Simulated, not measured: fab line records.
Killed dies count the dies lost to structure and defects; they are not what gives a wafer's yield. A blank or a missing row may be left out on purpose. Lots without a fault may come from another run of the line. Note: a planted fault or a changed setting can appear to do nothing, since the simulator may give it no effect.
Split-lot study	flow n5Finfet	route with 1938 steps; 7 lots, 21 wafers read

== ABOUT THE SPLIT ==
At N5_MOL_CONTACT_COAG_CMP_23 (polishes, stops on SiO2, t overpolish 1.5 s, target thk 0 nm), the setting downForcePsi was moved away from the recipe's 2 psi on 5 of the 21 wafers read, by +8.1% to +20.6%. This setting was run at the recipe's value on the other wafers.

The reading comes from the split's own step.

== THE READING ==
SiNx_of_GATE_CUT_SAC_CAP_01.thkNm (the simulator's own value, which no gauge read), in nm, at N5_MOL_CONTACT_COAG_CMP_23 (polishes, stops on SiO2, t overpolish 1.5 s, target thk 0 nm). No usual value for it is given in the file. Across the 16 wafers here that went through the recipe, the average is 18.2 nm and the standard deviation 0.097 nm.

wafer	tool, chamber at the split	downForcePsi as run, psi	against the recipe	SiNx_of_GATE_CUT_SAC_CAP_01.thkNm, nm	against lot-mates on the recipe
L074.4	cmp-02, 1	2.162	+8.1%	18	-0.2
L074.3	cmp-02, 2	2.162	+8.1%	18.2	+0.0
L074.6	cmp-02, 0	2	recipe	18.2	-
L075.3	cmp-03, 3	2	recipe	18	-
L075.4	cmp-03, 0,1	2	recipe	18.2	-
L075.1	cmp-03, 0,1	2	recipe	18.2	-
L079.3	cmp-01, 1,2,3	2	recipe	18.2	-
L079.1	cmp-01, 1,2,3	2	recipe	18.2	-
L079.6	cmp-01, 1,2,3	2	recipe	18.2	-
L083.4	cmp-03, 0,1,1	2	recipe	18.2	-
L083.2	cmp-03, 0,1,1	2	recipe	18.2	-
L083.6	cmp-03, 0,1,1	2	recipe	18.2	-
L087.4	cmp-03, 3,0	2.412	+20.6%	17.8	-0.4
L087.1	cmp-03, 3,0	2.412	+20.6%	17.8	-0.4
L087.6	cmp-03, 2	2	recipe	18.2	-
L090.4	cmp-03, 1,2,0	2	recipe	18.4	-
L090.3	cmp-03, 1,2,0	2	recipe	18.4	-
L090.5	cmp-03, 1,2,0	2	recipe	18.4	-
L091.2	cmp-01, 2,3	2	recipe	18.2	-
L091.5	cmp-01, 2,3	2	recipe	18.2	-
L091.6	cmp-01, 0	2.312	+15.6%	17.8	-0.4
If several chambers appear in one row, that row covers several wafers at once and the file leaves open which wafer was in which chamber.

THE FIT
A straight line over all 21 wafers: SiNx_of_GATE_CUT_SAC_CAP_01.thkNm changes by -0.0215 nm for each +1% of downForcePsi; r = -0.84; the points scatter about the line by 0.098 nm.
The same after taking each lot's own level away (the mean of its wafers on the recipe; 21 wafers): -0.0201 nm for each +1%; r = -0.93; scatter 0.057 nm.
Per that fit: largest downForcePsi move, reading shift of 0.41 nm.
Across the lots, their own levels run from 18.13 to 18.40 nm, a range of 2.8 times the standard deviation given above.
The two slopes are in agreement: the lot-to-lot level therefore moves the slope only a little.
Check: -0.416 nm against its lot-mates is what the line predicts for one of the wafers moved furthest among these (+20.6%) when that wafer is left out of the fit. It came out at -0.4 nm against them.

== OTHER SPLITS ON THESE WAFERS ==
Note: prior to the reading, these wafers also went through further splits. Each is held against what the fit with the lots' levels taken away leaves over:
other split on the same wafers	wafers away from the commonest value	r with SiNx_of_GATE_CUT_SAC_CAP_01.thkNm (lot level and that fit taken away)
N5_SD_EPI_N_EPI_21 timeS	6	+0.10
N5_SD_EPI_P_COAT_34 spinRpm	3	+0.29
N5_SDB_EXPOSE_08 doseMj	9	-0.04
N5_SDB_ETCH_17 biasW	6	-0.22
N5_HKMG_FIN_PEB_10 pebTimeS	8	+0.09
N5_HKMG_FIN_DEVELOP_11 developTimeS	8	+0.16
N5_HKMG_FIN_ETCH_86 targetDepthA	2	+0.13
N5_MOL_CONTACT_COAG_ETCH_106 sourceW	11	-0.15
N5_MOL_CONTACT_COAG_CONTACT_ETCH_14 sourceW	4	-0.03

== THE FILE'S OWN FIT ==
SiNx_of_GATE_CUT_SAC_CAP_01.thkNm changes by -0.0209 nm for each +1% of downForcePsi, r = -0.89.
